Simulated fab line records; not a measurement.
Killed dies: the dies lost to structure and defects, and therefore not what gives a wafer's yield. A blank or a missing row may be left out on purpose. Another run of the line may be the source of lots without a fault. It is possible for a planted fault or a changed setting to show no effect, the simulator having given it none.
fab line records	flow nandHarc
record: lots: 6	wafers: 18	lastDay: 24
route steps=1159 shown A_SGD_CUT@775 A_SLIT@779 END@1159
lots that met no fault: taken from a fault-free run of the same line
startH: hours from the record's first day to the start of the lot's first wafer shown	waitH: hours from the lot's prior step to this one	" identical to the entry in the row above	L1.1+2: a row that stands for several wafers	- value missing, or start not given	* or withheld: withheld	< > ~ a bound
route shown NAME@n: names a module that has steps shown in the file, with the first one's number in the route	usual: mean/standard deviation taken from wafers without a fault	same: alike in all rows	chamber/n: place in a boat	sites: readings site by site	_std_site: the standard deviation of these	_edge_site: the outer-site mean with the inner-site mean subtracted	radiusMm: for every site, how far away it sits from the centre of the wafer	mask NAME#n: copy n	behind: the last tool/chamber to shape the wafer	hold: what put the lot on hold/how long, in hours/how the hold closed	device: whichever transistor did not switch (one of n, p or np)	end of line: the route-end tests of the same wafers	step lacking rows: just its recipe	killed: not the wafer's yield, but the dies lost to structure and defects at the first sort	map: the dies of a wafer, with x for killed, . for not killed, _ for no die there
set.NAME: the run value of the setting; set.NAME@STEP: its run value at that earlier step	model.NAME: the simulator's own value behind a step, which no gauge read
lots at selected steps of the route; one table per step, one row per wafer
services: a tool's chamber out of use, with start hour (startH, from the record's first day; less than 0 if before it), hours out, and reason
== steps ==
step: NHARC_A_SGD_CUT_ETCH_26
recipe: targetDepthA: 458	chemistry: dHF	material: SiO2
step: NHARC_A_SGD_CUT_ETCHBACK_24
recipe: targetDepthA: 500	overEtchFrac: 0.3	timeS: 92.857	ionEnergyEv: 120	ch3fFlowSccm: 50	o2FlowSccm: 30	arFlowSccm: 200	rfW: 500	biasW: 100	chemistry: CH3F/O2
usual: biasW: 99.98/0.29	drypumpMotorCurrentA: 5.7/0.57	oesProductAu: 0.97/0.035	rfVppV: 244.5/1.8	showerheadPlenumPTorr: 2.47/0.12	throttleValvePct: 20.662/0.0089
lot.wafer	tool	chamber	startH	waitH	biasW	drypumpMotorCurrentA	oesProductAu	rfHoursCounterH	rfVppV	showerheadPlenumPTorr	throttleValvePct
L780.1	rieDiel-08	0	323.15	0.1	100.32	5.5	0.99	2	243.2	2.36	20.662
L780.3	"	1	"	"	99.82	5.4	0.98	2	243.5	2.33	20.661
L780.6	"	0	"	"	99.78	5.5	1.00	-	243.4	2.37	20.677
L788.2	rieDiel-06	1	373.67	0.2	100.26	6.6	0.91	12	242.0	2.31	20.658
L788.1	"	2	"	"	100.24	6.0	0.95	12	247.2	2.61	20.675
L788.5	"	0	"	"	99.54	4.9	0.92	-	246.3	2.61	20.667
L794.3	rieDiel-06	2	412.39	0.1	100.06	6.0	1.02	16	245.0	2.60	20.666
L794.1	"	3	"	"	99.81	5.1	0.99	16	245.0	2.42	20.663
L794.5	"	2	"	"	100.00	5.9	1.02	-	244.1	2.61	20.671
L793.3	rieDiel-08	0	412.39	0.2	99.75	5.5	0.98	11	243.0	2.36	20.665
L793.2	"	1	"	"	100.02	5.4	0.99	10	242.6	2.33	20.669
L793.6	"	0	"	"	99.62	5.6	0.98	-	242.2	2.36	20.657
L795.3	rieDiel-08	1	412.54	0.2	99.60	5.4	0.94	10	241.5	2.33	20.647
L795.1	"	2	"	"	99.94	6.1	0.95	13	246.6	2.58	20.650
L795.5	"	0	"	"	99.33	5.5	0.95	-	242.7	2.36	20.664
L798.1	rieDiel-08	1	440.68	0.1	99.92	5.4	0.99	14	241.9	2.33	20.676
L798.2	"	2	"	"	99.77	6.1	1.00	16	245.9	2.58	20.663
L798.3	"	0	"	"	99.56	5.5	1.00	15	242.3	2.36	20.662
step: NHARC_A_SGD_CUT_STRIP_28
recipe: timeS: 20	o2FlowSccm: 500	arFlowSccm: 0	biasW: 0	chemistry: O2
usual: drypumpMotorCurrentA: 5.8/0.59	oesProductAu: 1.001/0.012	rfVppV: 57.8/0.9	showerheadPlenumPTorr: 3.53/0.17	throttleValvePct: 17.036/0.0087
same: biasW: 0
lot.wafer	tool	chamber	startH	waitH	drypumpMotorCurrentA	oesProductAu	rfHoursCounterH	rfVppV	showerheadPlenumPTorr	throttleValvePct
L780.1	rieDiel-08	0	-	-	5.5	1.001	2	57.1	3.40	17.038
L780.3	"	2	"	"	6.1	0.992	2	58.0	3.71	17.036
L780.6	"	1	"	"	5.4	0.994	-	58.2	3.35	17.047
L788.2	rieDiel-06	2	-	-	6.0	1.036	12	58.6	3.73	17.047
L788.1	"	3	"	"	5.1	1.008	12	56.8	3.48	17.035
L788.5	"	2	"	"	6.0	1.033	-	56.8	3.73	17.037
L794.3	rieDiel-06	0	-	-	4.9	0.987	16	57.9	3.74	17.042
L794.1	"	2	"	"	6.0	1.014	16	58.6	3.73	17.034
L794.5	"	3	"	"	5.1	0.978	-	58.7	3.48	17.046
L793.3	rieDiel-08	2	412.66	0.2	6.2	0.999	13	57.6	3.70	17.053
L793.2	"	0	"	"	5.5	0.999	11	57.1	3.39	17.043
L793.6	"	1	"	"	5.4	1.007	-	57.6	3.35	17.055
L795.1	rieDiel-08	0	412.71	0.1	5.5	1.003	11	57.1	3.39	17.026
L795.3	"	1	"	"	5.4	0.998	10	57.9	3.35	17.025
L795.5	"	1	"	"	5.4	0.997	-	58.7	3.35	17.035
L798.2	rieDiel-08	3	-	-	5.7	0.978	13	57.5	3.58	17.042
L798.3	"	0	"	"	5.5	1.002	15	56.8	3.39	17.024
L798.1	"	1	"	"	5.4	0.991	14	56.4	3.34	17.039
step: NHARC_A_SGD_CUT_INSPECT_25
usual: rawDefectCount: 304/71
lot.wafer	tool	chamber	startH	waitH	rawDefectCount
L780.1	defectInspect-02	-	323.39	-	149
L780.3	"	-	"	"	230
L780.6	"	-	"	"	232
L788.1	defectInspect-01	-	373.90	-	259
L788.2	"	-	"	"	220
L788.5	"	-	"	"	237
L794.1	defectInspect-01	-	412.67	-	300
L794.3	"	-	"	"	296
L794.5	"	-	"	"	278
L793.2	defectInspect-01	-	412.77	-	357
L793.3	"	-	"	"	466
L793.6	"	-	"	"	317
L795.1	defectInspect-02	-	412.83	-	341
L795.3	"	-	"	"	316
L795.5	"	-	"	"	299
L798.1	defectInspect-01	-	440.93	-	369
L798.2	"	-	"	"	285
L798.3	"	-	"	"	282
step: NHARC_A_SLIT_DEP_25
recipe: targetThkA: 2000	tempC: 400	pressureTorr: 6.5	rfW: 900	teosFlowSccm: 161.4	flowSccm: 2650	targetThkNm: 200	gas: O2	material: SiO2
usual: chamberPressureTorr: 6.504/0.014	heaterPowerW: 580/130	throttleValvePct: 16.1/0.42
lot.wafer	tool	chamber	startH	waitH	chamberPressureTorr	heaterPowerW	throttleValvePct
L780.1	pecvd-02	2	323.50	0.1	6.517	513	16.7
L780.3	"	0	"	"	6.524	485	15.9
L780.6	"	2	"	"	6.495	526	16.9
L788.1	pecvd-01	0	374.00	0.1	6.492	847	16.0
L788.2	"	1	"	"	6.510	664	16.5
L788.5	"	2	"	"	6.495	766	16.2
L794.1	pecvd-01	2	412.74	0.1	6.514	736	16.3
L794.3	"	0	"	"	6.531	717	15.8
L794.5	"	0	"	"	6.508	730	16.0
L793.3	pecvd-02	1	412.85	0.1	6.501	606	15.6
L793.2	"	2	"	"	6.489	519	16.7
L793.6	"	2	"	"	6.492	541	16.5
L795.1	pecvd-04	0	413.02	0.2	6.483	472	16.0
L795.3	"	2	"	"	6.498	407	15.9
L795.5	"	0	"	"	6.487	472	15.8
L798.1	pecvd-02	2	440.99	0.1	6.487	500	16.8
L798.2	"	0	"	"	6.506	401	16.2
L798.3	"	1	"	"	6.536	657	15.8
step: NHARC_A_SLIT_DEP_00
recipe: targetThkA: 32000	tempC: 400	material: aC
usual: throttleValvePct: 34.999/0.0088
lot.wafer	tool	chamber	startH	waitH	throttleValvePct
L780.1	aclDep-03	0	323.80	-	34.994
L780.3	"	0	"	"	34.993
L780.6	"	0	"	"	34.995
L788.1	aclDep-03	0	374.30	-	35.004
L788.2	"	0	"	"	34.991
L788.5	"	0	"	"	34.988
L793.2	aclDep-02	0	417.13	-	35.001
L793.3	"	0	"	"	35.014
L793.6	"	0	418.46	-	34.993
L794.1	aclDep-01	0	418.68	5.9	35.015
L794.3	"	0	"	"	34.998
L794.5	"	0	"	"	35.010
L795.1	aclDep-02	0	418.79	-	34.993
L795.3	"	0	"	"	35.002
L795.5	"	0	"	"	34.987
L798.1	aclDep-02	0	441.33	-	35.000
L798.2	"	0	"	"	34.986
L798.3	"	0	"	"	35.013
step: NHARC_A_SLIT_DEP_23
recipe: targetThkA: 1000	targetThkNm: 100	tempC: 400	pressureTorr: 3.5	flowSccm: 200	rfW: 350	material: SiON
usual: chamberPressureTorr: 3.500/0.0075	heaterPowerW: 728/97
lot.wafer	tool	chamber	startH	waitH	chamberPressureTorr	heaterPowerW
L780.3	pecvd-04	2	326.03	1.2	3.506	591
L780.1	"	0	"	"	3.505	693
L780.6	"	0	"	"	3.504	677
L788.2	pecvd-01	1	376.30	1.3	3.505	764
L788.1	"	2	"	"	3.497	936
L788.5	"	1	"	"	3.503	782
L793.3	pecvd-04	0	418.81	1.0	3.501	688
L793.2	"	1	"	"	3.491	725
L793.6	"	1	"	"	3.502	743
L794.1	pecvd-02	0	420.63	1.6	3.505	583
L794.3	"	2	"	"	3.498	737
L794.5	"	0	"	"	3.510	587
L795.3	pecvd-04	2	420.79	1.0	3.507	629
L795.1	"	0	"	"	3.499	688
L795.5	"	0	"	"	3.504	665
L798.3	pecvd-01	1	443.43	1.1	3.479	847
L798.1	"	2	"	"	3.509	936
L798.2	"	0	"	"	3.503	1012
step: NHARC_A_SLIT_DEHYDRATE_01
recipe: tempC: 150	timeS: 120
step: NHARC_A_SLIT_HMDS_02
recipe: timeS: 30
step: NHARC_A_SLIT_COAT_03
recipe: spinRpm: 1500	resistThkNm: 90
step: NHARC_A_SLIT_SOFTBAKE_04
recipe: tempC: 105	timeS: 55
step: NHARC_A_SLIT_EBR_05
step: NHARC_A_SLIT_EXPOSE_06
recipe: na: 1.35	doseMj: 60.82	maskId: SLIT
usual: exposureDoseMJCm2: 60.81/0.061
lot.wafer	tool	chamber	startH	waitH	mask	exposureDoseMJCm2
L780.1	arfiScanner-01	0	326.45	-	SLIT#0	60.77
L780.3	"	0	"	"	SLIT#0	60.80
L780.6	"	0	"	"	SLIT#0	60.77
L788.1	arfiScanner-02	0	376.68	-	SLIT#0	60.81
L788.2	"	0	"	"	SLIT#0	60.81
L788.5	"	0	"	"	SLIT#0	60.74
L793.2	arfiScanner-03	0	419.40	-	SLIT#0	60.94
L793.3	"	0	"	"	SLIT#0	60.79
L793.6	"	0	"	"	SLIT#0	60.86
L794.1	arfiScanner-03	0	421.05	-	SLIT#0	60.78
L794.3	"	0	"	"	SLIT#0	60.71
L794.5	"	0	"	"	SLIT#0	60.72
L795.1	arfiScanner-02	0	421.30	-	SLIT#0	59.50
L795.3	"	0	"	"	SLIT#0	59.37
L795.5	"	0	"	"	SLIT#0	59.37
L798.1	arfiScanner-02	0	444.02	-	SLIT#0	59.53
L798.2	"	0	"	"	SLIT#0	59.60
L798.3	"	0	"	"	SLIT#0	59.59
step: NHARC_A_SLIT_PEB_07
recipe: pebTempC: 100	pebTimeS: 65
step: NHARC_END_SORT_01
recipe: tempC: 25
usual: killedAtArray: 31/11	killedAtOther: 0.5/0.78	killedAtPeriphery: 3.0/2	killedDies: 34/12	killedOpen: 3.2/2	killedShort: 1.9/1.6
same: grossDies: 677
lot.wafer	tool	chamber	startH	waitH	killedAtArray	killedAtOther	killedAtPeriphery	killedDies	killedOpen	killedShort
L780.1	prober-02	0	461.19	2.5	34	0	3	37	2	4
L780.3	prober-02	0	462.75	3.0	33	0	0	33	2	1
L780.6	prober-02	0	465.09	3.9	29	1	7	37	5	1
L788.1	prober-01	0	497.37	2.5	20	0	2	22	1	2
L788.2	prober-01	0	498.16	2.8	18	0	3	21	1	4
L788.5	prober-01	0	500.55	3.7	14	0	4	18	4	1
L795.1	prober-02	0	540.83	2.5	37	0	2	39	1	2
L795.3	prober-02	0	542.41	3.1	37	0	1	38	3	3
L795.5	prober-02	0	543.99	3.7	36	0	2	38	2	2
L793.2	prober-01	0	541.63	2.8	37	1	2	40	4	4
L793.3	prober-01	0	542.43	3.1	33	1	1	35	3	0
L793.6	prober-01	0	544.84	4.0	31	0	5	36	6	0
L794.1	prober-02	0	556.39	2.5	19	0	4	23	2	0
L794.3	prober-02	0	558.01	3.1	26	1	1	28	2	1
L794.5	prober-02	0	559.62	3.7	29	0	0	29	2	3
L798.1	prober-02	0	571.96	2.5	29	0	3	32	3	1
L798.2	prober-02	0	572.75	2.8	29	0	4	33	5	2
L798.3	prober-02	0	573.54	3.1	21	0	3	24	6	2
killed by level:class
L780.1 A_CHANNEL_HOLE_D1:chamberFilmFlake=17 A_SLIT:chamberFilmFlake=7 A_WL_FILL:chamberFilmFlake=3 A_CONTACT:chamberFilmFlake=2 P_GATE:geometricParticle:short=1 P_M1:geometricParticle:short=1 A_CHANNEL_FILL_D1:geometricParticle:short=1 A_WL_FILL:geometricParticle:open=1
L780.3 A_SLIT:chamberFilmFlake=10 A_CHANNEL_HOLE_D1:chamberFilmFlake=6 A_WL_FILL:chamberFilmFlake=5 A_CONTACT:chamberFilmFlake=5 A_STAIRCASE:chamberFilmFlake=3 A_ONON_D1:geometricParticle:short=1 A_WL_FILL:geometricParticle:open=1 A_M0:geometricParticle:open=1
L780.6 A_CHANNEL_HOLE_D1:chamberFilmFlake=11 A_SLIT:chamberFilmFlake=7 A_STAIRCASE:chamberFilmFlake=4 P_BONDPAD:chamberFilmFlake=3 P_CONTACT:geometricParticle:open=2 A_WL_FILL:chamberFilmFlake=2 P_GATE:chamberFilmFlake=2 A_ONON_D1:geometricParticle:open=1
L788.1 A_CHANNEL_HOLE_D1:chamberFilmFlake=6 A_STAIRCASE:chamberFilmFlake=4 A_SLIT:chamberFilmFlake=3 A_ZERO_WELL:chamberFilmFlake=2 A_CHANNEL_FILL_D1:chamberFilmFlake=2 P_GATE:geometricParticle:open=1 A_WL_FILL:geometricParticle:short=1 A_CONTACT:geometricParticle:short=1
L788.2 A_STAIRCASE:chamberFilmFlake=7 A_CHANNEL_HOLE_D1:chamberFilmFlake=3 A_ONON_D1:geometricParticle:short=2 P_ZERO_WELL:chamberFilmFlake=2 A_CONTACT:chamberFilmFlake=2 A_CHANNEL_HOLE_D1:geometricParticle:short=1 A_WL_FILL:geometricParticle:short=1 A_BLC:geometricParticle:open=1
L788.5 A_CHANNEL_HOLE_D1:chamberFilmFlake=3 A_STAIRCASE:chamberFilmFlake=3 A_SLIT:chamberFilmFlake=3 P_ZERO_WELL:chamberFilmFlake=2 P_STI:geometricParticle:open=1 P_CONTACT:geometricParticle:open=1 A_ONON_D1:geometricParticle:short=1 A_CONTACT:geometricParticle:open=1
L795.1 A_SLIT:chamberFilmFlake=20 A_CONTACT:chamberFilmFlake=8 A_CHANNEL_HOLE_D1:chamberFilmFlake=6 P_M2:geometricParticle:open=1 A_SOURCE_PLATE:geometricParticle:short=1 P_ZERO_WELL:chamberFilmFlake=1 A_BLC:geometricParticle:short=1 A_STAIRCASE:chamberFilmFlake=1
L793.2 A_SLIT:chamberFilmFlake=16 A_STAIRCASE:chamberFilmFlake=6 A_CHANNEL_HOLE_D1:chamberFilmFlake=5 A_CONTACT:chamberFilmFlake=3 P_CONTACT:geometricParticle:short=1 P_CONTACT:geometricParticle:open=1 A_CHANNEL_HOLE_D1:geometricParticle:short=1 A_CHANNEL_FILL_D1:geometricParticle:short=1
L795.3 A_SLIT:chamberFilmFlake=17 A_CHANNEL_HOLE_D1:chamberFilmFlake=6 A_CONTACT:chamberFilmFlake=6 A_CHANNEL_FILL_D1:chamberFilmFlake=2 A_SOURCE_PLATE:geometricParticle:open=1 A_SOURCE_PLATE:geometricParticle:short=1 A_ONON_D1:geometricParticle:short=1 A_CHANNEL_FILL_D1:geometricParticle:short=1
L793.3 A_SLIT:chamberFilmFlake=16 A_CHANNEL_HOLE_D1:chamberFilmFlake=8 A_STAIRCASE:chamberFilmFlake=6 P_M1:geometricParticle:open=1 A_ONON_D1:geometricParticle:open=1 A_CONTACT:geometricParticle:open=1 A_CHANNEL_FILL_D1:chamberFilmFlake=1 THIN_TSV:chamberFilmFlake=1
L795.5 A_SLIT:chamberFilmFlake=17 A_CONTACT:chamberFilmFlake=10 A_CHANNEL_HOLE_D1:chamberFilmFlake=4 A_STAIRCASE:chamberFilmFlake=2 P_CONTACT:geometricParticle:open=1 A_ONON_D1:geometricParticle:open=1 A_ONON_D1:geometricParticle:short=1 A_WL_FILL:geometricParticle:short=1
L793.6 A_CHANNEL_HOLE_D1:chamberFilmFlake=11 A_SLIT:chamberFilmFlake=9 A_STAIRCASE:chamberFilmFlake=3 A_CONTACT:chamberFilmFlake=3 A_CONTACT:geometricParticle:open=2 P_M1:chamberFilmFlake=2 A_CHANNEL_FILL_D1:geometricParticle:open=1 P_GATE:geometricParticle:open=1
L794.1 A_CHANNEL_HOLE_D1:chamberFilmFlake=14 P_ZERO_WELL:chamberFilmFlake=2 A_WL_FILL:geometricParticle:open=1 A_CONTACT:geometricParticle:open=1 A_CONTACT:chamberFilmFlake=1 P_M1:chamberFilmFlake=1 P_BONDPAD:chamberFilmFlake=1 A_ZERO_WELL:chamberFilmFlake=1
L794.3 A_CHANNEL_HOLE_D1:chamberFilmFlake=23 A_WL_FILL:geometricParticle:short=1 A_CONTACT:geometricParticle:open=1 STARTING-WAFER:geometricParticle:open=1 P_M1:chamberFilmFlake=1 A_CONTACT:chamberFilmFlake=1
L794.5 A_CHANNEL_HOLE_D1:chamberFilmFlake=19 A_CONTACT:chamberFilmFlake=5 A_ONON_D1:geometricParticle:short=1 A_CHANNEL_FILL_D1:geometricParticle:short=1 A_CONTACT:geometricParticle:open=1 A_BLC:geometricParticle:short=1 A_M0:geometricParticle:open=1
L798.1 A_CHANNEL_HOLE_D1:chamberFilmFlake=8 A_CONTACT:chamberFilmFlake=6 A_BLC:chamberFilmFlake=4 P_BONDPAD:chamberFilmFlake=2 A_STAIRCASE:chamberFilmFlake=2 A_SGD_CUT:chamberFilmFlake=2 A_M0:chamberFilmFlake=2 P_M0:geometricParticle:open=1
L798.2 A_BLC:chamberFilmFlake=6 A_CONTACT:chamberFilmFlake=6 A_CHANNEL_HOLE_D1:chamberFilmFlake=5 A_SGD_CUT:chamberFilmFlake=3 A_ONON_D1:geometricParticle:open=2 A_SLIT:chamberFilmFlake=2 P_GATE:geometricParticle:open=1 P_M0:geometricParticle:open=1
L798.3 A_CHANNEL_HOLE_D1:chamberFilmFlake=4 A_SGD_CUT:chamberFilmFlake=4 A_CONTACT:geometricParticle:open=2 A_CONTACT:chamberFilmFlake=2 A_M0:chamberFilmFlake=2 P_GATE:geometricParticle:open=1 P_CONTACT:geometricParticle:open=1 A_ONON_D1:geometricParticle:open=1
== services ==
tool	chamber	startH	hours	kind
rieDiel-08	1	300.38	1.5	repair
rieDiel-08	-	301.87	9.0	pm
rieDiel-08	0	301.87	9.0	ventCycle
rieDiel-08	2	301.87	9.0	ventCycle
rieDiel-08	3	301.87	9.0	ventCycle
rieDiel-08	0	310.87	-	clean
arfiScanner-03	-	312.00	4.0	pm
pecvd-02	-	334.55	13.0	pm
rieDiel-08	1	338.70	13.1	repair
arfiScanner-03	-	338.73	2.0	repair
aclDep-02	-	350.01	13.0	pm
pecvd-04	2	358.48	14.3	repair
arfiScanner-01	-	368.00	4.0	pm
pecvd-04	-	376.33	13.0	pm
pecvd-02	2	377.62	12.5	repair
pecvd-01	-	393.52	1.6	repair
rieDiel-08	3	402.80	16.6	repair
aclDep-03	-	408.36	13.0	pm
pecvd-01	-	418.06	13.0	pm
rieDiel-06	-	418.20	9.0	pm
arfiScanner-02	-	428.00	4.0	pm
arfiScanner-01	-	430.00	0.8	repair
arfiScanner-02	-	440.27	0.8	repair
pecvd-04	1	442.11	17.3	repair
== key ==
firstSign: step: NHARC_A_SLIT_EXPOSE_06	reading: exposureDoseMJCm2	direction: down	sigmas: 22	usual: 60.81	struck: 59.49
effect none on later readings
metAt NHARC_A_SLIT_EXPOSE_06
struckWafers L795.1,L795.3,L795.5,L798.1,L798.2,L798.3
testerLeftOut L795,L798
loopTrim: step: NHARC_A_SLIT_EXPOSE_06	setting: dose	lots: L798
onsetBetween 376.68 421.30
fault: kind: processParameterDrift	tool: arfiScanner-02	chamber: -	onsetH: 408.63	steps: NHARC_A_SLIT_EXPOSE_06	channel: doseMj	offset: -1.4639	shape: step	actsIn: theseRecipesOnly	stated: 60.82
testerLeftOut: of these lots the tester's yield and bins aren't shown, on N5 and GAA mostly nor the transistor test; their killed dies are dies lost to structure and defects alone, not to doping, threshold or leakage, so they don't give the yield
loopTrim: a control loop set the setting to another value than it would have without faults
